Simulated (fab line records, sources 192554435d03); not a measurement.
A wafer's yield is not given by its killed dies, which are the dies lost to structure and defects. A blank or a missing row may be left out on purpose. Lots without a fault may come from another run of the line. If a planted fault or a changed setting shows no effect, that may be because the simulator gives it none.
Which tool is to blame? ; flow n5 finfet ; Sampling: 9 lots, 27 wafers, 5 of 1938 route steps

WHAT EACH GAUGE READ, for each wafer
N5_BEOL_M4_RC_MEAS_101. Usual: DIBL_N 35.1 mV/V, standard deviation 1.6; DIBL_P 34.9 mV/V, standard deviation 1.8; IOFF_N 0.143 nA/um, standard deviation 0.026; IOFF_P 0.21 nA/um, standard deviation 0.037; ION_N 671 uA/um, standard deviation 11; ION_P 463 uA/um, standard deviation 7.8; SS_N 71.2 mV/dec, standard deviation 0.58; SS_P 73.0 mV/dec, standard deviation 0.54; VT_N 251 mV, standard deviation 3; VT_P -250 mV, standard deviation 4.1.
lot;measured;on;DIBL_N (mV/V);DIBL_P (mV/V);IOFF_N (nA/um);IOFF_P (nA/um);ION_N (uA/um);ION_P (uA/um);SS_N (mV/dec);SS_P (mV/dec);VT_N (mV);VT_P (mV);flag
L246;day 8 09:57;prober-01;31.8 34.7 31.2;30.7 35.7 30.9;0.109 0.146 0.097;0.15 0.21 0.15;658 667 652;457 465 457;71.1 72.3 70.0;71.7 73.5 71.7;253 250 256;-253 -249 -250;
L249;day 9 06:34;prober-01;31.5 35.8 33.8;31.2 35.1 33.7;0.092 0.149 0.122;0.12 0.16 0.15;661 655 663;455 450 453;69.7 71.0 70.4;72.1 72.9 73.3;259 251 252;-260 -255 -256;
L252;day 10 21:08;prober-01;35.0 34.8;34.1 33.8;0.118 0.119;0.16 0.15;657 654;451 450;71.6 71.5;72.6 72.9;257 255;-256 -261;
L254;day 11 08:31;prober-02;35.2 36.0 34.7;34.4 35.8 34.0;0.143 0.156 0.136;0.19 0.21 0.19;676 678 671;462 466 462;71.2 72.0 71.2;73.3 74.1 73.2;252 249 251;-253 -250 -253;
L258;day 12 19:33;prober-02;34.3 35.3 35.3;35.3 36.7 36.2;0.134 0.158 0.158;0.21 0.22 0.21;670 678 680;468 469 469;71.1 71.9 71.5;73.3 74.3 73.1;254 248 250;-247 -250 -249;
L260;day 13 04:05;prober-01;34.3 37.8 39.0;32.9 37.6 37.7;0.113 0.182 0.201;0.21 0.30 0.29;654 681 676;457 475 466;70.6 71.5 72.7;72.9 73.5 74.2;259 249 249;-250 -243 -243;
L265;day 14 18:48;prober-01;34.3 37.4 36.3;33.8 38.1 36.9;0.121 0.175 0.154;0.19 0.26 0.23;656 675 674;450 472 472;71.3 71.4 71.2;72.6 73.6 72.7;253 249 251;-251 -247 -250;
L266;day 14 19:01;prober-02;38.4 33.5 35.1;38.9 34.8 36.8;0.223 0.133 0.157;0.25 0.19 0.21;674 675 681;451 461 466;72.7 70.7 70.6;74.1 72.9 73.5;250 252 248;-248 -248 -252;
L268;day 15 04:52;prober-01;35.0 34.8 35.2;35.3 36.6 35.1;0.138 0.135 0.132;0.21 0.23 0.21;667 661 677;463 462 474;71.1 71.2 71.0;73.1 73.1 73.1;249 249 249;-248 -247 -248;

WHAT TOOL EACH LOT RAN ON (gives the tool, then ch and the chambers of the sampled wafers, and finally the start)
lot;N5_BEOL_M1_ALD_98;N5_BEOL_M1_ETCHBACK_99;N5_BEOL_M1_VIA_ETCH_34;N5_BEOL_M1_STRIP_36
L246;ald sin-02 ch 1,2,3, day 6 13:11;rie diel-01 ch 1,2,3, day 6 23:16;rie diel-01 ch 1,2,3, day 6 23:25;rie diel-01 ch 1,2,3, day 6 23:28
L249;ald sin-02 ch 0,1,3, day 7 14:51;rie diel-02 ch 1,2,3, day 7 16:35;rie diel-02 ch 1,2,3, day 7 16:44;rie diel-02 ch 1,2,3, day 7 16:47
L252;ald sin-02 ch 0,2, day 7 22:31;rie diel-02 ch 1,2,3, day 8 07:44;rie diel-02 ch 1,2,3, day 8 07:52;rie diel-02 ch 1,2,3, day 8 07:56
L254;ald sin-02 ch 0,3, day 8 19:41;rie diel-03 ch 1,2, day 8 19:48;rie diel-03 ch 1,2, day 8 19:56;rie diel-03 ch 1,2, day 8 20:00
L258;ald sin-04 ch 0,2, day 9 12:56;rie diel-03 ch 0,2, day 9 21:53;rie diel-03 ch 0,3, day 9 22:02;rie diel-03 ch 1,2, day 9 22:05
L260;ald sin-04 ch 0,3, day 10 00:43;rie diel-02 ch 0,1, day 10 12:28;rie diel-02 ch 0,1, day 10 12:36;rie diel-02 ch 0,1, day 10 12:40
L265;ald sin-04 ch 0,2,3, day 11 15:32;rie diel-02 ch 0,2,3, day 12 03:18;rie diel-02 ch 0,2,3, day 12 03:26;rie diel-02 ch 0,2,3, day 12 03:30
L266;ald sin-04 ch 0,3, day 11 17:27;rie diel-03 ch 2,3, day 12 06:41;rie diel-03 ch 2,3, day 12 06:49;rie diel-03 ch 2,3, day 12 06:52
L268;ald sin-01 ch 2,3, day 12 09:44;rie diel-03 ch 0,2,3, day 12 20:39;rie diel-03 ch 0,2,3, day 12 20:47;rie diel-03 ch 0,2,3, day 12 20:51
- N5_BEOL_M1_ALD_98: deposits SiO2, target thk 2.5 nm, pulse time 1 s, co reactant pulse time 1 s.
- N5_BEOL_M1_ETCHBACK_99: etches SiO2 in CHF3, target depth 5 nm, time 10.4 s.
- N5_BEOL_M1_VIA_ETCH_34: etches the open film in C4F6/O2, target depth 67.8 nm, time 64.4 s.
- N5_BEOL_M1_STRIP_36: strips in N2/H2.

WHAT THE TOOLS THEMSELVES READ (means of the sampled wafers that have a number; where no wafer has one, the mark that the record gives instead)
N5_BEOL_M1_ALD_98. Usual: heater power w 77 W, standard deviation 9.4; precursor pulse height rel 0.997, standard deviation 0.02.
lot;tool;heater power w (W);precursor pulse height rel;flag
L246;ald sin-02;70;1.002;
L249;ald sin-02;69;1.016;
L252;ald sin-02;65;0.998;
L254;ald sin-02;68;1.007;
L258;ald sin-04;69;0.986;
L260;ald sin-04;76;1.018;
L265;ald sin-04;76;0.996;
L266;ald sin-04;75;0.996;
L268;ald sin-01;88;0.988;

N5_BEOL_M1_ETCHBACK_99. Usual: CHF3_flow_sccm 12.01 sccm, standard deviation 0.034; drypump motor current A 5.7 A, standard deviation 0.37; oes product au 0.77 a.u., standard deviation 0.078; rf vpp V 241 V, standard deviation 4; showerhead plenum p Torr 2.16 Torr, standard deviation 0.072; throttle valve pct 17.26 %, standard deviation 0.18.
lot;tool;CHF3_flow_sccm (sccm);drypump motor current A (A);oes product au (a.u.);rf vpp V (V);showerhead plenum p Torr (Torr);throttle valve pct (%);flag
L246;rie diel-01;12.01;6.0;0.74;241;2.14;17.26;
L249;rie diel-02;12.02;5.4;0.80;242;2.23;17.29;
L252;rie diel-02;12.03;5.4;0.80;241;2.23;17.31;
L254;rie diel-03;11.97;5.8;0.90;245;2.23;17.14;
L258;rie diel-03;12.02;5.4;0.74;243;2.15;17.28;
L260;rie diel-02;12.02;5.7;0.80;242;2.14;16.91;
L265;rie diel-02;12.02;5.5;0.81;241;2.17;17.14;
L266;rie diel-03;12.02;5.4;0.73;239;2.13;17.41;
L268;rie diel-03;11.99;5.4;0.72;239;2.14;17.37;

N5_BEOL_M1_VIA_ETCH_34. Usual: drypump motor current A 5.7 A, standard deviation 0.37; oes product au 0.77 a.u., standard deviation 0.079; rf vpp V 667 V, standard deviation 11; showerhead plenum p Torr 2.86 Torr, standard deviation 0.091; throttle valve pct 30.96 %, standard deviation 0.24.
lot;tool;drypump motor current A (A);oes product au (a.u.);rf vpp V (V);showerhead plenum p Torr (Torr);throttle valve pct (%);flag
L246;rie diel-01;6.0;0.74;669;2.82;30.84;
L249;rie diel-02;5.5;0.80;669;2.94;31.13;
L252;rie diel-02;5.4;0.80;667;2.94;31.13;
L254;rie diel-03;5.7;0.90;679;2.95;30.89;
L258;rie diel-03;5.5;0.74;667;2.83;31.03;
L260;rie diel-02;5.7;0.80;670;2.82;30.51;
L265;rie diel-02;5.5;0.81;666;2.88;30.85;
L266;rie diel-03;5.4;0.73;659;2.82;31.08;
L268;rie diel-03;5.4;0.72;663;2.82;31.07;

N5_BEOL_M1_STRIP_36. Usual: drypump motor current A 5.7 A, standard deviation 0.37; oes product au 0.77 a.u., standard deviation 0.079; rf vpp V 59.3 V, standard deviation 1.5; showerhead plenum p Torr 2.55 Torr, standard deviation 0.083; throttle valve pct 23.89 %, standard deviation 0.22.
lot;tool;drypump motor current A (A);oes product au (a.u.);rf vpp V (V);showerhead plenum p Torr (Torr);throttle valve pct (%);flag
L246;rie diel-01;6.0;0.74;59.1;2.54;23.93;
L249;rie diel-02;5.5;0.80;59.1;2.62;23.85;
L252;rie diel-02;5.4;0.79;60.0;2.62;23.87;
L254;rie diel-03;5.7;0.90;59.9;2.65;23.83;
L258;rie diel-03;5.7;0.87;59.0;2.64;23.84;
L260;rie diel-02;5.7;0.81;59.5;2.53;23.50;
L265;rie diel-02;5.5;0.82;58.5;2.56;23.64;
L266;rie diel-03;5.4;0.73;58.9;2.51;23.86;
L268;rie diel-03;5.4;0.73;59.2;2.51;23.98;

THE ANSWER, worked out from the rows above alone
Rule: a lot counts as off when the mean over its wafers that have a number is more than 3 standard deviations away from the usual mean. A lot without any number at a reading at which 4 lots or more have one is off too. The other lots that the step has rows for count as sound. First the gauges in route order, then the tools' own readings, where a lot's mean is used as printed above. The first step at which some lot is off is used, and at that step the reading that is off furthest; a lot without a number counts as furthest.
Nothing can be told from this: no lot is off at any reading shown.

WHAT WAS PUT IN BY THE SIMULATOR
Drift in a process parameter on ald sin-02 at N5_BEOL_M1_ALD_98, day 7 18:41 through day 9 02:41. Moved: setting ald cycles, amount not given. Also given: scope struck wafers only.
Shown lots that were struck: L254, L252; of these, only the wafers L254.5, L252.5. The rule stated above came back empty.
